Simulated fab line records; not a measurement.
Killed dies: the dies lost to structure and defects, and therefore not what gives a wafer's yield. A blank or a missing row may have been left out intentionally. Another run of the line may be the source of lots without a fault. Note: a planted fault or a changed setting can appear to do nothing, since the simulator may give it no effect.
Split-lot experiment || flow n5_finfet || 21 wafers read from 7 lots, route of 1938 steps

SPLIT DETAILS
At N5_HKMG_FIN_PEB_47 (peb time 60 s), the setting peb_time_s was moved away from the recipe's 60 s on 6 of the 21 wafers read, by -13.7% to +13.8%. For the rest of the wafers, this setting stayed at what the recipe calls for.

SPLIT TO READING: what lies between them in the file, 1 step
- N5_HKMG_FIN_DEVELOP_48: develop time 30 s

THE READING
cd_nm at N5_HKMG_FIN_CD_MEAS_49, given in nm (cd target 202 nm). On this fab line, fault-free wafers typically give 201.5 nm with a standard deviation of 0.84 nm.

{"wafer": "L074.3", "tool, chamber at the split": "litho_track-05, 0", "peb_time_s as run, s": 60, "against the recipe": "recipe", "cd_nm, nm": 203.4, "against lot-mates on the recipe": "-"}
{"wafer": "L074.5", "tool, chamber at the split": "litho_track-05, 0", "peb_time_s as run, s": 60, "against the recipe": "recipe", "cd_nm, nm": 202.3, "against lot-mates on the recipe": "-"}
{"wafer": "L074.6", "tool, chamber at the split": "litho_track-05, 0", "peb_time_s as run, s": 60, "against the recipe": "recipe", "cd_nm, nm": 201.5, "against lot-mates on the recipe": "-"}
{"wafer": "L076.2", "tool, chamber at the split": "litho_track-02, 0", "peb_time_s as run, s": 60, "against the recipe": "recipe", "cd_nm, nm": 202.2, "against lot-mates on the recipe": "-"}
{"wafer": "L076.3", "tool, chamber at the split": "litho_track-02, 0", "peb_time_s as run, s": 60, "against the recipe": "recipe", "cd_nm, nm": 201.6, "against lot-mates on the recipe": "-"}
{"wafer": "L076.4", "tool, chamber at the split": "litho_track-02, 0", "peb_time_s as run, s": 60, "against the recipe": "recipe", "cd_nm, nm": 202.1, "against lot-mates on the recipe": "-"}
{"wafer": "L079.1", "tool, chamber at the split": "litho_track-05, 0", "peb_time_s as run, s": 51.75, "against the recipe": "-13.7%", "cd_nm, nm": 197.4, "against lot-mates on the recipe": -4.1}
{"wafer": "L079.4", "tool, chamber at the split": "litho_track-05, 0", "peb_time_s as run, s": 51.75, "against the recipe": "-13.7%", "cd_nm, nm": 197.5, "against lot-mates on the recipe": -4.0}
{"wafer": "L079.6", "tool, chamber at the split": "litho_track-05, 0", "peb_time_s as run, s": 60, "against the recipe": "recipe", "cd_nm, nm": 201.5, "against lot-mates on the recipe": "-"}
{"wafer": "L083.1", "tool, chamber at the split": "litho_track-05, 0", "peb_time_s as run, s": 60, "against the recipe": "recipe", "cd_nm, nm": 203.0, "against lot-mates on the recipe": "-"}
{"wafer": "L083.5", "tool, chamber at the split": "litho_track-05, 0", "peb_time_s as run, s": 60, "against the recipe": "recipe", "cd_nm, nm": 202.2, "against lot-mates on the recipe": "-"}
{"wafer": "L083.6", "tool, chamber at the split": "litho_track-05, 0", "peb_time_s as run, s": 60, "against the recipe": "recipe", "cd_nm, nm": 202.2, "against lot-mates on the recipe": "-"}
{"wafer": "L088.1", "tool, chamber at the split": "litho_track-05, 0", "peb_time_s as run, s": 60, "against the recipe": "recipe", "cd_nm, nm": 202.6, "against lot-mates on the recipe": "-"}
{"wafer": "L088.3", "tool, chamber at the split": "litho_track-05, 0", "peb_time_s as run, s": 64.81, "against the recipe": "+8.0%", "cd_nm, nm": 204.7, "against lot-mates on the recipe": "+2.1"}
{"wafer": "L088.5", "tool, chamber at the split": "litho_track-05, 0", "peb_time_s as run, s": 64.81, "against the recipe": "+8.0%", "cd_nm, nm": 204.5, "against lot-mates on the recipe": "+1.9"}
{"wafer": "L092.2", "tool, chamber at the split": "litho_track-01, 0", "peb_time_s as run, s": 60, "against the recipe": "recipe", "cd_nm, nm": 200.6, "against lot-mates on the recipe": "-"}
{"wafer": "L092.5", "tool, chamber at the split": "litho_track-01, 0", "peb_time_s as run, s": 60, "against the recipe": "recipe", "cd_nm, nm": 200.9, "against lot-mates on the recipe": "-"}
{"wafer": "L092.6", "tool, chamber at the split": "litho_track-01, 0", "peb_time_s as run, s": 60, "against the recipe": "recipe", "cd_nm, nm": 201.4, "against lot-mates on the recipe": "-"}
{"wafer": "L095.1", "tool, chamber at the split": "litho_track-01, 0", "peb_time_s as run, s": 60, "against the recipe": "recipe", "cd_nm, nm": 200.9, "against lot-mates on the recipe": "-"}
{"wafer": "L095.4", "tool, chamber at the split": "litho_track-01, 0", "peb_time_s as run, s": 68.26, "against the recipe": "+13.8%", "cd_nm, nm": 205.3, "against lot-mates on the recipe": "+4.4"}
{"wafer": "L095.5", "tool, chamber at the split": "litho_track-01, 0", "peb_time_s as run, s": 68.26, "against the recipe": "+13.8%", "cd_nm, nm": 205.4, "against lot-mates on the recipe": "+4.5"}

FIT RESULTS
A straight line over all 21 wafers: cd_nm changes by +0.296 nm for each +1% of peb_time_s; r = +0.94; the points scatter about the line by 0.72 nm.
The same after taking each lot's own level away (the mean of its wafers on the recipe; 21 wafers): +0.3 nm for each +1%; r = +0.98; scatter 0.42 nm.
On that fit, the largest move of peb_time_s shifts the reading by 4.1 nm.
Across the lots, their own levels run from 200.90 to 202.60 nm, a range of 2.0 times the standard deviation given above.
Hence the lot-to-lot level has little effect on the slope; both slopes agree.
Check: with one of the wafers moved furthest among these (+13.8%) left out of the fit, the line predicts +4.05 nm for it against its lot-mates. It came out at +4.4 nm against them.

OTHER SPLITS ON THESE WAFERS
Note: prior to the reading, these wafers also went through further splits. Each is held against what the fit with the lots' levels taken away leaves over:
{"other split on the same wafers": "N5_SDB_COAT_03 spin_rpm", "wafers away from the commonest value": 11, "r with cd_nm (lot level and that fit taken away)": -0.35}

THE WHOLE CHAIN: every reading that the file lists as answering this split, in the file's order
{"step": "N5_HKMG_FIN_CD_MEAS_49", "what it does": "target cd 202 nm", "reading": "cd_nm", "change (the file's fit)": "+0.301 nm for each +1% of the setting", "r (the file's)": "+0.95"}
{"step": "N5_HKMG_FIN_ETCH_54", "what it does": "etches SiARC in CF4, target depth 45.5 nm, time 75.8 s", "reading": "HKMG_FIN.cd_offset_nm (the simulator's own value, which no gauge read)", "change (the file's fit)": "+0.304 nm for each +1% of the setting", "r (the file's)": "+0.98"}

FILE'S OWN FIT
cd_nm changes by +0.301 nm for each +1% of peb_time_s, r = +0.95.
